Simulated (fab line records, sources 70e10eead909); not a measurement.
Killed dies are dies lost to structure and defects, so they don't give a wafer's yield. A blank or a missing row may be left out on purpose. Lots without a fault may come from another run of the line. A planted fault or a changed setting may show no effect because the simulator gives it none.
fab line records | flow nand_harc
record lots=6 wafers=18 last_day=25
route steps=1159 shown A_WL_FILL@813
lots that met no fault: from a run of the same line without faults
start_h: hours from the record's first day to the start of the lot's first wafer shown | wait_h: hours since the lot's step before | " the same as in the row above | L1.1+2: a row that stands for several wafers | - no value, or no start given | * or withheld: withheld | < > ~ a bound
route shown NAME@n: a module of which the file shows steps, and the number in the route of the first | usual: mean/standard deviation of fault-free wafers | same: alike in all rows | chamber/n: place in a boat | sites: the reading at each site | _std_site: their standard deviation | _edge_site: outer sites' mean less inner sites' | radius_mm: how far each site lies from the wafer's centre | mask NAME#n: copy n | behind: the tool/chamber that last shaped the wafer | hold: why the lot was held/for how many hours/how that ended | device: the transistor (n, p or np) that didn't switch | end of line: the same wafers' tests at the end of the route | a step without rows: its recipe alone | killed: dies lost to structure and defects at the first sort, not the wafer's yield | map: a wafer's dies, x killed, . not, _ none there
set.NAME: the setting as run; set.NAME@STEP: as run at that earlier step | model.NAME: the simulator's own value behind a step, which no gauge read
lots at some steps of the route; a table a step, a row a wafer
services: from which hour (start_h, from the record's first day; less than 0 if before it) a tool's chamber was out of use, for how many hours, and why
## steps
# step NHARC_A_WL_FILL_CVD_03
# recipe target_thk_a=400 temp_c=300 pressure_torr=40 wf6_flow_sccm=40 h2_flow_sccm=1600 ar_flow_sccm=1560 time_s=3302 material=W
# usual heater_power_w=490/23 throttle_valve_pct=7.94/0.24
# same time_s=3302
# columns lot.wafer tool chamber start_h wait_h heater_power_w throttle_valve_pct
L661.1 cvd_w-02 0 331.53 1.8 492 8.14
L661.4 " 0 " " 500 8.06
L661.6 " 1 " " 478 7.85
L669.1 cvd_w-01 0 378.00 2.7 493 7.62
L669.2 " 1 " " 464 8.09
L669.4 " 1 " " 459 8.16
L672.1 cvd_w-02 0 392.19 1.3 521 7.43
L672.5 " 1 393.61 2.7 502 8.02
L672.6 " 0 " " 509 7.76
L679.3 cvd_w-01 1 447.69 1.0 461 8.13
L679.4 " 0 " " 508 7.90
L679.6 " 0 " " 507 7.72
L682.3 cvd_w-01 1 452.19 2.1 474 8.01
L682.6 " 0 " " 505 7.83
L682.5 " 1 " " 466 8.28
L683.2 cvd_w-01 0 487.18 14.4 497 7.34
L683.6 " 1 488.58 15.8 452 7.77
L683.5 " 0 " " 499 7.56
# step NHARC_A_WL_FILL_ETCHBACK_04
# recipe target_depth_a=600 time_s=120 chemistry=NF3
# usual drypump_motor_current_A=5.7/0.45 oes_product_au=1.001/0.011 run_length_s=141.4/0.44
# same time_s=120
# columns lot.wafer tool chamber start_h wait_h drypump_motor_current_A oes_product_au rf_hours_counter_h run_length_s
L661.1 rie_metal-03 1 334.39 2.4 6.0 1.001 1.5 141.7
L661.4 " 0 " " 5.2 1.022 - 140.8
L661.6 " 0 " " 5.2 1.034 - 141.4
L669.2 rie_metal-03 1 381.31 2.4 6.0 1.000 2.9 141.7
L669.1 " 0 " " 5.2 1.008 2.9 141.3
L669.4 " 0 " " 5.2 1.012 - 140.7
L672.1 rie_metal-03 0 395.05 2.4 5.2 1.006 3.5 140.6
L672.5 " 0 " " 5.2 1.005 - 140.8
L672.6 " 1 " " 6.0 1.003 - 142.2
L679.3 rie_metal-02 0 450.13 2.0 5.5 1.010 - 141.1
L679.4 " 1 " " 5.2 0.996 - 141.5
L679.6 " 0 " " 5.5 1.012 - 141.6
L682.3 rie_metal-02 0 454.22 1.6 5.5 1.007 - 141.1
L682.6 " 1 " " 5.2 0.981 - 141.7
L682.5 " 0 " " 5.4 1.014 - 140.9
L683.2 rie_metal-02 1 490.03 2.4 5.2 0.992 2.7 141.5
L683.5 " 0 " " 5.4 1.014 - 141.1
L683.6 " 1 " " 5.2 0.985 - 141.8
# step NHARC_A_WL_FILL_ETCHBACK_05
# recipe target_depth_a=220 time_s=60 temp_c=40 chemistry=Cl2/BCl3
# usual drypump_motor_current_A=5.7/0.46 oes_product_au=1.002/0.011 run_length_s=81.3/0.44
# same time_s=60
# columns lot.wafer tool chamber start_h wait_h drypump_motor_current_A oes_product_au rf_hours_counter_h run_length_s
L661.1 rie_metal-03 0 334.61 0.2 5.2 1.018 1.6 80.7
L661.4 " 0 " " 5.2 1.020 - 80.8
L661.6 " 1 " " 6.1 1.002 - 81.7
L669.2 rie_metal-03 0 381.62 0.3 5.2 1.031 3.0 80.9
L669.1 " 1 " " 6.0 1.018 3.0 81.8
L669.4 " 0 " " 5.2 1.023 - 81.3
L672.1 rie_metal-03 0 395.33 0.3 5.2 1.014 3.7 80.9
L672.6 " 1 " " 6.1 1.010 - 81.8
L672.5 " 0 " " 5.2 1.009 - 80.8
L679.4 rie_metal-02 1 450.33 0.1 5.2 0.977 - 81.5
L679.3 " 0 " " 5.4 1.008 - 81.1
L679.6 " 0 " " 5.4 1.012 - 81.1
L682.3 rie_metal-02 0 454.40 0.1 5.4 1.014 - 81.1
L682.5 " 1 " " 5.2 0.985 - 81.6
L682.6 " 0 " " 5.5 1.013 - 80.9
L683.2 rie_metal-02 1 490.25 0.2 5.2 0.992 2.8 81.5
L683.5 " 0 " " 5.4 1.016 - 80.9
L683.6 " 1 " " 5.2 0.989 - 81.5
# step NHARC_A_WL_FILL_STRIP_27
# recipe power_w=1500 temp_c=250 time_s=20 chemistry=N2/H2
# usual drypump_motor_current_A=5.57/0.17 heater_power_w=336/7.7
# same time_s=20
# columns lot.wafer tool chamber start_h wait_h drypump_motor_current_A heater_power_w rf_hours_counter_h
L661.1 plasma_asher-02 1 334.76 0.1 5.74 345 50
L661.4 " 1 " " 5.74 352 -
L661.6 " 0 " " 5.42 346 -
L669.2 plasma_asher-01 0 381.79 0.1 5.37 331 36
L669.1 " 1 " " 5.76 331 36
L669.4 " 0 " " 5.39 328 -
L672.1 plasma_asher-02 0 395.54 0.2 5.43 332 9
L672.6 " 1 " " 5.73 343 -
L672.5 " 0 " " 5.43 337 -
L679.4 plasma_asher-02 1 450.49 0.1 5.73 341 -
L679.3 " 0 " " 5.43 351 -
L679.6 " 0 " " 5.42 335 -
L682.3 plasma_asher-02 0 454.58 0.2 5.41 349 -
L682.6 " 1 " " 5.75 342 -
L682.5 " 0 " " 5.42 336 -
L683.2 plasma_asher-02 1 490.40 0.1 5.73 344 44
L683.6 " 0 " " 5.42 337 -
L683.5 " 1 " " 5.73 336 -
# step NHARC_A_WL_FILL_STRIP_28
# recipe time_s=1200 temp_c=72.5 chemistry=post_etch_residue_remover
# step NHARC_A_WL_FILL_PRECLEAN_06
# recipe time_s=300 chemistry=DIW
# step NHARC_A_WL_FILL_SRD_07
# step NHARC_A_WL_FILL_ANNEAL_08
# recipe temp_c=450 time_s=1800
# step NHARC_A_WL_FILL_ALD_10
# recipe target_thk_a=500 pulse_time_s=10 ald_cycles=500 temp_c=300 material=SiO2
# usual heater_power_w=453/43 precursor_pulse_height_rel=0.999/0.019
# columns lot.wafer tool chamber start_h wait_h heater_power_w precursor_pulse_height_rel
L661.4 ald_hk-01 0 340.75 0.6 452 1.028
L661.1 " 2 341.78 1.6 470 1.021
L661.6 " 0 342.81 2.6 439 0.998
L669.4 ald_hk-01 0 387.03 0.1 466 0.983
L669.2 " 2 388.06 1.1 472 1.017
L669.1 " 3 " " 455 1.007
L672.1 ald_hk-01 2 400.88 0.1 481 0.993
L672.5 " 2 402.89 2.1 481 0.996
L672.6 " 3 " " 451 0.987
L679.4 ald_hk-04 3 456.80 1.1 410 1.031
L679.3 " 0 " " 449 0.994
L679.6 " 1 " " 363 1.003
L682.3 ald_hk-03 3 462.13 2.9 505 1.022
L682.5 " 0 " " 518 1.020
L682.6 " 1 " " 478 1.023
L683.2 ald_hk-03 3 496.13 0.6 486 1.019
L683.5 " 2 497.68 2.1 500 1.009
L683.6 " 3 " " 503 1.000
# step NHARC_A_WL_FILL_ETCHBACK_16
# recipe target_depth_a=880 time_s=17.6 c4f8_flow_sccm=withheld o2_flow_sccm=8 ar_flow_sccm=withheld rf_w=600 bias_w=800 chemistry=C4F8/O2/Ar
# step NHARC_A_WL_FILL_STRIP_29
# recipe time_s=20 o2_flow_sccm=500 ar_flow_sccm=0 bias_w=0 chemistry=O2
# step NHARC_A_WL_FILL_ETCHBACK_17
# recipe target_depth_a=40 time_s=26.7 chemistry=Cl2/BCl3
# usual drypump_motor_current_A=5.7/0.46 oes_product_au=1.000/0.0095 run_length_s=48.0/0.42
# columns lot.wafer tool chamber start_h wait_h drypump_motor_current_A oes_product_au rf_hours_counter_h run_length_s
L661.1 rie_metal-01 0 345.08 - 5.8 0.996 0 47.5
L661.4 " 1 " " 6.4 0.987 - 48.1
L661.6 " 1 " " 6.4 1.004 - 47.9
L669.2 rie_metal-01 1 391.85 - 6.4 1.003 1.3 41.3
L669.1 " 0 " " 5.9 0.994 1.3 40.4
L669.4 " 1 " " 6.4 0.993 - 41.3
L672.1 rie_metal-01 1 405.68 - 6.5 0.996 1.8 41.0
L672.5 " 1 " " 6.4 0.997 - 41.1
L672.6 " 0 " " 5.8 0.993 - 40.3
L679.3 rie_metal-01 0 460.62 - 5.9 0.996 - 47.6
L679.4 " 1 " " 6.5 0.995 - 48.0
L679.6 " 0 " " 5.9 1.005 - 48.1
L682.3 rie_metal-01 1 465.46 - 6.5 0.998 - 47.9
L682.5 " 0 " " 5.9 1.005 - 47.5
L682.6 " 1 " " 6.4 0.992 - 48.1
L683.2 rie_metal-01 1 500.47 - 6.4 0.995 5.1 48.3
L683.6 " 1 " " 6.4 0.995 - 48.0
L683.5 " 0 " " 5.8 1.000 - 47.8
# step NHARC_A_WL_FILL_PRECLEAN_18
# recipe time_s=30 chemistry=dHF
## services
# columns tool chamber start_h hours kind
rie_metal-01 - 332.00 9.0 pm
rie_metal-01 0 332.00 9.0 vent_cycle
rie_metal-01 1 332.00 9.0 vent_cycle
rie_metal-01 0 341.00 - clean
rie_metal-01 1 341.00 - clean
plasma_asher-02 - 360.06 9.0 pm
ald_hk-04 - 364.34 10.0 pm
cvd_w-02 1 372.23 8.5 repair
cvd_w-02 - 376.97 13.0 pm
rie_metal-02 - 388.00 9.0 pm
rie_metal-02 0 388.00 9.0 vent_cycle
rie_metal-02 1 388.00 9.0 vent_cycle
ald_hk-04 - 390.77 0.3 repair
rie_metal-02 0 397.00 - clean
rie_metal-02 1 397.00 - clean
rie_metal-02 - 398.18 1.2 repair
ald_hk-01 - 406.34 10.0 pm
rie_metal-02 1 426.06 4.7 repair
plasma_asher-01 - 428.81 2.7 repair
rie_metal-03 - 453.00 9.0 pm
plasma_asher-01 - 453.46 9.0 pm
cvd_w-01 - 473.72 13.0 pm
rie_metal-01 - 476.48 0.7 repair
rie_metal-03 - 486.30 26.9 repair
## key
first_sign step=NHARC_A_WL_FILL_ETCHBACK_17 reading=run_length_s direction=down sigmas=17 usual=* struck=*
effect none on later readings
met_at NHARC_A_WL_FILL_ETCHBACK_17
struck_wafers L669.1,L669.2,L669.4,L672.1,L672.5,L672.6
tester_left_out L669,L672
onset_between 345.08 391.85
fault kind=process_parameter_drift tool=rie_metal-01 chamber=- onset_h=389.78 steps=NHARC_A_WL_FILL_ETCHBACK_17 channel=time_s offset=* shape=step end_h=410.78 acts_in=* stated=*
# tester_left_out: of these lots the tester's yield and bins aren't shown, on N5 and GAA mostly nor the transistor test; their killed dies are dies lost to structure and defects alone, not to doping, threshold or leakage, so they don't give the yield
